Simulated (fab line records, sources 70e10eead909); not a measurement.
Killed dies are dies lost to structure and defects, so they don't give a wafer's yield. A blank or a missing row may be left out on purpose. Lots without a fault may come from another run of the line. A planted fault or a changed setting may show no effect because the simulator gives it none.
Chamber matching | flow nand_harc | NHARC_A_STAIRCASE_DESCUM_186 on rie_diel-03: 4 sister chambers
The step chemistry O2, time 3 s. 18 wafers are shown with their chamber, then 9 later ones without.

WAFERS WITH THEIR CHAMBER
wafer  | chamber | showerhead_plenum_p_Torr (Torr) | drypump_motor_current_A (A) | oes_product_au (a.u.)
L078.2 | 3       | 1.91                            | 5.5                         | 1.000
L078.3 | 2       | 1.82                            | 6.0                         | 0.985
L078.5 | 3       | 1.91                            | 5.6                         | 0.996
L082.2 | 3       | 1.90                            | 5.5                         | 1.002
L082.3 | 1       | 1.91                            | 5.5                         | 0.996
L082.5 | 2       | 1.82                            | 6.0                         | 1.002
L083.1 | 2       | 1.82                            | 6.0                         | 0.995
L083.3 | 3       | 1.90                            | 5.6                         | 0.993
L083.5 | 0       | 1.85                            | 5.8                         | 1.008
L085.2 | 1       | 1.91                            | 5.4                         | 0.997
L085.3 | 2       | 1.81                            | 6.1                         | 1.007
L085.6 | 2       | 1.82                            | 6.1                         | 1.003
L086.1 | 1       | 1.91                            | 5.4                         | 0.994
L086.5 | 3       | 1.90                            | 5.5                         | 0.999
L086.6 | 2       | 1.81                            | 6.0                         | 0.995
L087.1 | 3       | 1.90                            | 5.5                         | 0.998
L087.2 | 2       | 1.81                            | 6.0                         | 0.983
L087.5 | 1       | 1.91                            | 5.4                         | 0.985

SIGNATURES (means of the wafers above)
reading                  | chamber 0 | chamber 1 | chamber 2 | chamber 3 | scatter within a chamber
showerhead_plenum_p_Torr | 1.8500    | 1.9100    | 1.8157    | 1.9033    | 0.00467
drypump_motor_current_A  | 5.800     | 5.425     | 6.029     | 5.533     | 0.0501
oes_product_au           | 1.00800   | 0.99300   | 0.99571   | 0.99800   | 0.00675
Rule: a wafer's distance from a chamber is the root of the sum, over the readings, of the square of ((its reading less the chamber's mean) divided by the reading's scatter). The wafer belongs to the nearest chamber; if the next one is less than 2 further off, it can't be placed. The scatter: the root of (the sum of the squares of (reading less its chamber's mean) over the shown wafers, divided by (wafers less chambers)).

WAFERS WITHOUT THEIR CHAMBER
wafer  | showerhead_plenum_p_Torr (Torr) | drypump_motor_current_A (A) | oes_product_au (a.u.)
L089.3 | 1.90                            | 5.4                         | 0.995
L089.4 | 1.90                            | 5.4                         | 0.987
L089.5 | 1.85                            | 5.8                         | 1.005
L096.1 | 1.89                            | 5.5                         | 1.000
L096.3 | 1.80                            | 6.1                         | 1.001
L096.5 | 1.90                            | 5.5                         | 0.977
L097.2 | 1.89                            | 5.5                         | 1.004
L097.3 | 1.80                            | 6.1                         | 0.993
L097.6 | 1.84                            | 5.8                         | 1.003

WHICH CHAMBER EACH WENT THROUGH
wafer  | from the rows above     | in truth
L089.3 | can't be placed: 1 or 3 | 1
L089.4 | can't be placed: 1 or 3 | 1
L089.5 | 0                       | 0
L096.1 | can't be placed: 3 or 1 | 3
L096.3 | 2                       | 2
L096.5 | can't be placed: 3 or 1 | 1
L097.2 | can't be placed: 3 or 1 | 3
L097.3 | 2                       | 2
L097.6 | 0                       | 0
Placed correctly: 4 of 9. Can't be placed from these rows: 5 (the true chamber is among the candidates in 5). Placed wrongly: 0.
